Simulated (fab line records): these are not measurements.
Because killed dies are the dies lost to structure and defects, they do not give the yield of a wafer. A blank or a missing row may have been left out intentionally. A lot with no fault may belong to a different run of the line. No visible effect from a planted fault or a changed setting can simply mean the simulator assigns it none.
Matching of chambers | flow nandHarc | NHARC_A_CHANNEL_FILL_D2_ALD_14 on aldHk-01: 4 sister chambers
The step deposits SiO2, target thk 2.5 nm, pulse time 10 s, ald cycles 25. 8 wafers are shown with their chamber, then 7 later ones without.

WAFERS, EACH WITH ITS CHAMBER
wafer  | chamber | heaterPowerW (W) | precursorPulseHeightRel
L078.3 | 2       | 469              | 0.993
L079.1 | 3       | 465              | 1.015
L079.5 | 1       | 448              | 0.998
L081.2 | 0       | 480              | 0.975
L081.3 | 2       | 471              | 0.982
L081.5 | 1       | 442              | 0.989
L082.2 | 0       | 479              | 0.993
L082.4 | 3       | 466              | 1.020

WAFERS WHOSE CHAMBER IS MISSING
wafer  | heaterPowerW (W) | precursorPulseHeightRel
L082.5 | 473              | 0.974
L089.1 | 482              | 1.015
L089.3 | 467              | 1.032
L089.6 | 446              | 1.000
L094.2 | 451              | 0.963
L094.4 | 481              | 1.000
L094.6 | 450              | 0.967

CHAMBER TAKEN BY EACH
wafer  | from the rows above     | in truth
L082.5 | can't be placed: 2 or 0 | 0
L089.1 | 0                       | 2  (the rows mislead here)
L089.3 | 3                       | 3
L089.6 | 1                       | 1
L094.2 | 1                       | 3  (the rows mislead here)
L094.4 | 0                       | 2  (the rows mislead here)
L094.6 | 1                       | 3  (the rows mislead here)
Correct placement for 2 of the 7. Unplaceable from these rows: 1, with the true chamber sitting among the candidates in 1. Number placed wrongly: 4.
How it was worked out, from the rows above alone: a wafer's distance from a chamber is the root of the sum, over the readings, of the square of ((its reading less the chamber's mean) divided by the reading's scatter). If the next closest chamber is less than 2 further off than the closest, the wafer can't be placed; otherwise it belongs to the closest. Each chamber's mean is taken over the wafers shown for it. The scatter: take each reading less its chamber's mean, square it, sum over the shown wafers, divide by the number of wafers less the number of chambers, and take the root.
